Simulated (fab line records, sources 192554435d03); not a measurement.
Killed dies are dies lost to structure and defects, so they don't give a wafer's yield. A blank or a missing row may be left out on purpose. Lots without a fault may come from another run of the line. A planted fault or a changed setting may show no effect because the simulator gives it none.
Which tool did it? | flow n5_finfet | 13 lots, 32 wafers sampled, at 6 steps of a route of 1938

WHAT THE GAUGES READ, wafer by wafer
N5_MIM_BOT_LITHO_INSPECT_12: inspects for defects (macro). Usual: raw_defect_count 2, standard deviation 1.3.
lot  | measured     | on                | raw_defect_count | flag
L970 | day 12 05:05 | defect_inspect-01 | 3 1 3            |
L969 | day 12 08:20 | defect_inspect-02 | 1 0              |
L972 | day 12 21:26 | defect_inspect-02 | 5 2              |
L973 | day 13 06:20 | defect_inspect-02 | 4 2 5            |
L974 | day 13 08:35 | defect_inspect-01 | 1 0 4            |
L975 | day 13 15:58 | defect_inspect-02 | 2 4              |
L977 | day 14 09:01 | defect_inspect-01 | 3 5 1            |
L979 | day 14 21:10 | defect_inspect-02 | 1 1              |
L980 | day 15 04:25 | defect_inspect-01 | 1 3              |
L982 | day 15 12:26 | defect_inspect-02 | 3 2              |
L985 | day 16 03:47 | defect_inspect-02 | 0 1 3            |
L987 | day 16 08:36 | defect_inspect-01 | 1 1              |
L986 | day 16 19:41 | defect_inspect-02 | 1 3 1            |

N5_PASSIVATION_INSPECT_57: inspects for defects (macro). Usual: raw_defect_count 1.9, standard deviation 1.3.
lot  | measured     | on                | raw_defect_count | flag
L970 | day 12 15:36 | defect_inspect-02 | 0 2 1            |
L969 | day 12 19:55 | defect_inspect-02 | 3 2              |
L972 | day 13 06:35 | defect_inspect-01 | 4 3              |
L973 | day 13 15:23 | defect_inspect-01 | 0 2 5            |
L974 | day 13 17:06 | defect_inspect-01 | 2 3 3            |
L975 | day 14 02:59 | defect_inspect-02 | 2 2              |
L977 | day 14 19:31 | defect_inspect-01 | 1 2 4            |
L979 | day 15 06:02 | defect_inspect-02 | 0 2              |
L980 | day 15 19:52 | defect_inspect-01 | 1 1              |
L982 | day 15 23:05 | defect_inspect-02 | 2 4              |
L985 | day 16 13:33 | defect_inspect-01 | >300 >300 >300   | OFF
L987 | day 16 18:26 | defect_inspect-01 | 0 3              |
L986 | day 17 06:15 | defect_inspect-02 | >300 >300 300    | OFF

WHICH TOOL RAN EACH LOT (tool, then ch and the chambers of the sampled wafers, then the start)
lot  | N5_MIM_TOP_ALD_00                | N5_PASSIVATION_PRE_CLEAN_19  | N5_PASSIVATION_ETCH_54             | N5_PASSIVATION_PROBE_49
L970 | ald_hk-02 ch 1,2, day 12 02:58   | pvd_sputter-03, day 12 09:31 | rie_diel-03 ch 0,3, day 12 12:28   | -
L969 | ald_hk-03 ch 1,3, day 12 05:38   | pvd_sputter-02, day 12 13:40 | rie_diel-06 ch 0,2, day 12 16:46   | -
L972 | ald_hk-01 ch 2,3, day 12 19:11   | pvd_sputter-02, day 13 00:42 | rie_diel-06 ch 0,2, day 13 03:26   | -
L973 | ald_hk-03 ch 1,2, day 13 01:55   | pvd_sputter-03, day 13 09:23 | rie_diel-06 ch 0,1,2, day 13 12:11 | -
L974 | ald_hk-01 ch 1,3, day 13 05:36   | pvd_sputter-02, day 13 11:00 | rie_diel-03 ch 0,2,3, day 13 13:52 | -
L975 | ald_hk-02 ch 0,2, day 13 13:37   | pvd_sputter-02, day 13 20:46 | rie_diel-03 ch 0,3, day 13 23:47   | -
L977 | ald_hk-02 ch 0,2,3, day 14 06:38 | pvd_sputter-01, day 14 13:02 | rie_diel-06 ch 1,2,3, day 14 16:23 | -
L979 | ald_hk-01 ch 0,2, day 14 17:08   | pvd_sputter-01, day 14 23:21 | rie_diel-03 ch 1,3, day 15 02:54   | -
L980 | ald_hk-03 ch 0,3, day 15 02:26   | pvd_sputter-01, day 15 09:20 | rie_diel-06 ch 1,2, day 15 15:32   | -
L982 | ald_hk-03 ch 0,3, day 15 10:04   | pvd_sputter-01, day 15 17:04 | rie_diel-06 ch 0, day 15 19:57     | -
L985 | ald_hk-03 ch 0,1, day 16 01:44   | pvd_sputter-02, day 16 07:43 | rie_diel-06 ch 0,1, day 16 10:25   | prober-01, day 16 13:14
L987 | ald_hk-02 ch 1,3, day 16 05:14   | pvd_sputter-01, day 16 12:36 | rie_diel-05 ch 0,2, day 16 15:18   | -
L986 | ald_hk-02 ch 0,2,3, day 16 15:32 | pvd_sputter-01, day 17 00:05 | rie_diel-06 ch 1,2, day 17 03:06   | prober-01, day 17 05:57
- N5_MIM_TOP_ALD_00: deposits Al2O3, purge time 3 s, co reactant pulse time 3 s.
- N5_PASSIVATION_PRE_CLEAN_19
- N5_PASSIVATION_ETCH_54: etches SiO2 in CHF3/O2, target depth 880 nm, time 440 s.
- N5_PASSIVATION_PROBE_49

WHAT THE TOOLS THEMSELVES READ (means of the sampled wafers that have a number; where no wafer has one, the mark that the record gives instead)
N5_MIM_TOP_ALD_00. Usual: precursor_pulse_height_rel 1.001, standard deviation 0.021.
lot  | tool      | precursor_pulse_height_rel | flag
L970 | ald_hk-02 | 1.021                      |
L969 | ald_hk-03 | 0.994                      |
L972 | ald_hk-01 | 0.999                      |
L973 | ald_hk-03 | 0.985                      |
L974 | ald_hk-01 | 0.964                      |
L975 | ald_hk-02 | 1.018                      |
L977 | ald_hk-02 | 0.986                      |
L979 | ald_hk-01 | 0.984                      |
L980 | ald_hk-03 | 1.015                      |
L982 | ald_hk-03 | 1.014                      |
L985 | ald_hk-03 | 1.005                      |
L987 | ald_hk-02 | 1.012                      |
L986 | ald_hk-02 | 1.014                      |

N5_PASSIVATION_PRE_CLEAN_19. Usual: heater_power_w 457 W, standard deviation 43.
lot  | tool           | heater_power_w (W) | flag
L970 | pvd_sputter-03 | 404                |
L969 | pvd_sputter-02 | 472                |
L972 | pvd_sputter-02 | 486                |
L973 | pvd_sputter-03 | 453                |
L974 | pvd_sputter-02 | 467                |
L975 | pvd_sputter-02 | 498                |
L977 | pvd_sputter-01 | 442                |
L979 | pvd_sputter-01 | 472                |
L980 | pvd_sputter-01 | 466                |
L982 | pvd_sputter-01 | 472                |
L985 | pvd_sputter-02 | 465                |
L987 | pvd_sputter-01 | 477                |
L986 | pvd_sputter-01 | 478                |

N5_PASSIVATION_ETCH_54. Usual: drypump_motor_current_A 5.5 A, standard deviation 0.5; oes_product_au 0.84 a.u., standard deviation 0.066; rf_vpp_V 521 V, standard deviation 12; showerhead_plenum_p_Torr 2.39 Torr, standard deviation 0.053; throttle_valve_pct 18.79 %, standard deviation 0.16.
lot  | tool        | drypump_motor_current_A (A) | oes_product_au (a.u.) | rf_vpp_V (V) | showerhead_plenum_p_Torr (Torr) | throttle_valve_pct (%) | flag
L970 | rie_diel-03 | 5.8                         | 0.90                  | 534          | 2.41                            | 18.69                  |
L969 | rie_diel-06 | 5.0                         | 0.86                  | 508          | 2.40                            | 18.64                  |
L972 | rie_diel-06 | 5.0                         | 0.85                  | 508          | 2.40                            | 18.64                  |
L973 | rie_diel-06 | 5.3                         | 0.88                  | 511          | 2.39                            | 18.73                  |
L974 | rie_diel-03 | 5.9                         | 0.85                  | 534          | 2.41                            | 18.73                  |
L975 | rie_diel-03 | 5.9                         | 0.87                  | 534          | 2.40                            | 18.78                  |
L977 | rie_diel-06 | 5.2                         | 0.90                  | 514          | 2.40                            | 18.83                  |
L979 | rie_diel-03 | 5.7                         | 0.84                  | 528          | 2.38                            | 18.67                  |
L980 | rie_diel-06 | 5.3                         | 0.85                  | 515          | 2.35                            | 18.85                  |
L982 | rie_diel-06 | 5.2                         | 0.81                  | 505          | 2.44                            | 18.62                  |
L985 | rie_diel-06 | 5.5                         | 0.83                  | 509          | 2.41                            | 18.74                  |
L987 | rie_diel-05 | 5.3                         | 0.74                  | 507          | 2.30                            | 18.99                  |
L986 | rie_diel-06 | 5.5                         | 0.85                  | 515          | 2.35                            | 18.89                  |

N5_PASSIVATION_PROBE_49. Usual: defect_limited_yield 91.3 %, standard deviation 1.4; killed_at_M0_to_M3 32, standard deviation 9.5; killed_at_M4_up 14, standard deviation 5.2; killed_at_contacts 13, standard deviation 5.7; killed_at_front_end 41, standard deviation 12; killed_at_other 3.5, standard deviation 2.6; killed_dies 103, standard deviation 17; killed_on_rim 14, standard deviation 4; killed_open 68, standard deviation 14; killed_short 32, standard deviation 7; sort_bin_4_leakage 0.01 %, standard deviation 0.051; sort_bin_5_function 5.0 %, standard deviation 0.91; sort_bin_6_memory 3.3 %, standard deviation 0.7; sort_bin_8_speed 0.03 %, standard deviation 0.22; sort_n_pass 1076, standard deviation 17; sort_yield_pct 91.2 %, standard deviation 1.4.
lot  | tool      | defect_limited_yield (%) | killed_at_M0_to_M3 | killed_at_M4_up | killed_at_contacts | killed_at_front_end | killed_at_other | killed_dies | killed_on_rim | killed_open | killed_short | sort_bin_4_leakage (%) | sort_bin_5_function (%) | sort_bin_6_memory (%) | sort_bin_8_speed (%) | sort_n_pass | sort_yield_pct (%) | flag
L985 | prober-01 | 86.5                     | 36                 | 9               | 10                 | 39                  | 65.0            | 159         | 26            | 65          | 31           | 0.00                   | 8.1                     | 3.9                   | 0.00                 | 1021        | 86.5               | OFF
L986 | prober-01 | 84.1                     | 33                 | 22              | 13                 | 43                  | 77.7            | 188         | 30            | 72          | 36           | 0.03                   | 10.0                    | 4.2                   | 0.00                 | 992         | 84.0               | OFF

THE ANSWER, worked out from the rows above alone
Rule: a lot is off if the mean of its wafers that have a number lies more than 3 standard deviations from the usual mean. A lot without any number at a reading at which 4 lots or more have one is off too. The other lots that the step has rows for count as sound. The gauges are gone through in route order, then the tools' own readings, and for those a lot's mean is taken as printed above. The first step at which some lot is off is used, and at that step the reading that is off furthest; a lot without a number counts as furthest.
Off: L985, L986, at N5_PASSIVATION_INSPECT_57 (raw_defect_count). Without a number there: L985.
A tool fits if, at a process step before that reading, it ran every lot that is off, and no sound lot after the first of them. The gauges at N5_PASSIVATION_INSPECT_57 aren't tried: what is off there is off at N5_PASSIVATION_PROBE_49 too, on other tools, and a gauge's error can't cause that. Can't be told from this: 2 tools fit, rie_diel-06 at N5_PASSIVATION_ETCH_54, prober-01 at N5_PASSIVATION_PROBE_49.

WHAT THE SIMULATOR HAD PUT IN
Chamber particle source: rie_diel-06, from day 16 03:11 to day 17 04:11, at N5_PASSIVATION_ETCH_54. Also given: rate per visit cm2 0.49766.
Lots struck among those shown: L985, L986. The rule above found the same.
